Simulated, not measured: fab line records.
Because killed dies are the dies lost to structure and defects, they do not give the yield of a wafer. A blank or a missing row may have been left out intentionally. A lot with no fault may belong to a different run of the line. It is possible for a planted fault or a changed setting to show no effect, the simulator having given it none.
Chamber matching + flow n5_finfet + 3 sister chambers for N5_BEOL_M2_PRE_CLEAN_60 on cvd_co-02
The step time 15 s. 3 wafers are shown with their chamber, then 8 later ones without.

== WAFERS PAIRED WITH THEIR CHAMBERS ==
| wafer  | chamber | heater_power_w (W) |
|--------|---------|--------------------|
| L087.3 | 0       | 108                |
| L090.2 | 1       | 92                 |
| L093.2 | 2       | 118                |

== WAFERS WITHOUT THEIR CHAMBER ==
| wafer  | heater_power_w (W) |
|--------|--------------------|
| L093.4 | 92                 |
| L093.5 | 110                |
| L096.1 | 115                |
| L096.2 | 90                 |
| L096.3 | 113                |
| L096.4 | 92                 |
| L096.5 | 116                |
| L096.6 | 113                |

== THE CHAMBER EACH PASSED THROUGH ==
| wafer  | from the rows above     | in truth |
|--------|-------------------------|----------|
| L093.4 | 1                       | 1        |
| L093.5 | 0                       | 0        |
| L096.1 | can't be placed: 2 or 0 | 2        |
| L096.2 | 1                       | 1        |
| L096.3 | can't be placed: 0 or 2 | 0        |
| L096.4 | 1                       | 1        |
| L096.5 | 2                       | 2        |
| L096.6 | can't be placed: 0 or 2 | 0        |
5 of 8 placed correctly. Cannot be placed on the basis of these rows: 3; the candidates contain the true chamber in 3. Wrongly placed: 0.
How it was worked out, from the rows above alone: a wafer's distance from a chamber is the root of the sum, over the readings, of the square of ((its reading less the chamber's mean) divided by the reading's scatter). The wafer belongs to the nearest chamber; if the next one is less than 2 further off, it can't be placed. A chamber's mean is the mean of its shown wafers. The scatter: with one shown wafer a chamber, the root of the mean of the squares of how far each hidden wafer lies from its nearest shown one.
